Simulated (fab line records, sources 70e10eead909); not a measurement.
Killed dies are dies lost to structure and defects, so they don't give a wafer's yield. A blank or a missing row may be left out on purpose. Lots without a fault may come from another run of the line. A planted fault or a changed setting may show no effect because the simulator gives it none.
Which tool did it? | flow nand_harc | 14 lots, 42 wafers sampled, at 3 steps of a route of 1302

WHAT THE GAUGES READ, wafer by wafer
NHARC_P_STI_INSPECT_25. Usual: raw_defect_count 235, standard deviation 91.
lot  | measured     | on                | raw_defect_count | flag
L678 | day 4 04:05  | defect_inspect-01 | 252 309 296      |
L680 | day 4 23:11  | defect_inspect-01 | 241 383 338      |
L681 | day 5 03:14  | defect_inspect-02 | 83 164 163       |
L683 | day 6 00:38  | defect_inspect-02 | 131 116 161      |
L685 | day 7 03:13  | defect_inspect-02 | 129 241 88       |
L686 | day 7 11:44  | defect_inspect-01 | 189 198 256      |
L689 | day 8 22:08  | defect_inspect-02 | 255 225 325      |
L690 | day 9 04:01  | defect_inspect-02 | 297 181 272      |
L691 | day 9 07:58  | defect_inspect-02 | 148 141 253      |
L697 | day 12 02:41 | defect_inspect-02 | 377 340 471      |
L698 | day 12 11:01 | defect_inspect-01 | 253 294 285      |
L699 | day 12 15:07 | defect_inspect-02 | 175 178 186      |
L700 | day 13 02:13 | defect_inspect-02 | 187 221 184      |
L701 | day 13 12:24 | defect_inspect-02 | 289 251 227      |

NHARC_P_GATE_INSPECT_28. Usual: raw_defect_count 6.3, standard deviation 2.9.
lot  | measured     | on                | raw_defect_count | flag
L678 | day 5 03:34  | defect_inspect-01 | 9 10 7           |
L680 | day 5 21:50  | defect_inspect-01 | 4 2 4            |
L681 | day 6 06:11  | defect_inspect-02 | 9 2 7            |
L683 | day 7 06:22  | defect_inspect-02 | 7 5 8            |
L685 | day 8 05:49  | defect_inspect-02 | 3 3 10           |
L686 | day 8 11:56  | defect_inspect-02 | 3 4 3            |
L689 | day 9 20:44  | defect_inspect-02 | 5 4 7            |
L690 | day 10 02:55 | defect_inspect-02 | 9 5 5            |
L691 | day 10 06:45 | defect_inspect-02 | 6 7 4            |
L697 | day 13 01:47 | defect_inspect-01 | 9 7 7            |
L698 | day 13 12:50 | defect_inspect-02 | 11 3 10          |
L699 | day 13 22:07 | defect_inspect-02 | 10 3 4           |
L700 | day 14 03:25 | defect_inspect-01 | 4 4 6            |
L701 | day 14 14:40 | defect_inspect-01 | 3 3 9            |

WHICH TOOL RAN EACH LOT (tool, then ch and the chambers of the sampled wafers, then the start)
lot  | NHARC_P_GATE_DEP_103
L678 | pecvd-01 ch 1,2, day 5 02:49
L680 | pecvd-01 ch 1,2, day 5 21:02
L681 | pecvd-03 ch 0,1,2, day 6 05:32
L683 | pecvd-04 ch 0,1, day 7 05:34
L685 | pecvd-04 ch 0,1, day 8 05:01
L686 | pecvd-04 ch 0,1, day 8 11:14
L689 | pecvd-04 ch 2, day 9 19:54
L690 | pecvd-03 ch 1,2, day 10 02:07
L691 | pecvd-03 ch 0,1, day 10 05:57
L697 | pecvd-01 ch 1,2, day 13 01:08
L698 | pecvd-04 ch 0,1,2, day 13 12:02
L699 | pecvd-04 ch 0,2, day 13 21:19
L700 | pecvd-03 ch 0,1,2, day 14 02:35
L701 | pecvd-04 ch 0,1,2, day 14 14:01
- NHARC_P_GATE_DEP_103: deposits SiON, target thk 30 nm.

WHAT THE TOOLS THEMSELVES READ (means of the sampled wafers that have a number; where no wafer has one, the mark that the record gives instead)
NHARC_P_GATE_DEP_103. Usual: heater_power_w 802 W, standard deviation 110.
lot  | tool     | heater_power_w (W) | flag
L678 | pecvd-01 | 801                |
L680 | pecvd-01 | 711                |
L681 | pecvd-03 | 749                |
L683 | pecvd-04 | 837                |
L685 | pecvd-04 | 916                |
L686 | pecvd-04 | 905                |
L689 | pecvd-04 | 863                |
L690 | pecvd-03 | 757                |
L691 | pecvd-03 | 813                |
L697 | pecvd-01 | 793                |
L698 | pecvd-04 | 878                |
L699 | pecvd-04 | 918                |
L700 | pecvd-03 | 759                |
L701 | pecvd-04 | 841                |

THE ANSWER, worked out from the rows above alone
Rule: a lot is off if the mean of its wafers that have a number lies more than 3 standard deviations from the usual mean. A lot without any number at a reading at which 4 lots or more have one is off too. The other lots that the step has rows for count as sound. The gauges are gone through in route order, then the tools' own readings, and for those a lot's mean is taken as printed above. The first step at which some lot is off is used, and at that step the reading that is off furthest; a lot without a number counts as furthest.
No lot is off at any reading shown: from this, nothing can be told.

WHAT THE SIMULATOR HAD PUT IN
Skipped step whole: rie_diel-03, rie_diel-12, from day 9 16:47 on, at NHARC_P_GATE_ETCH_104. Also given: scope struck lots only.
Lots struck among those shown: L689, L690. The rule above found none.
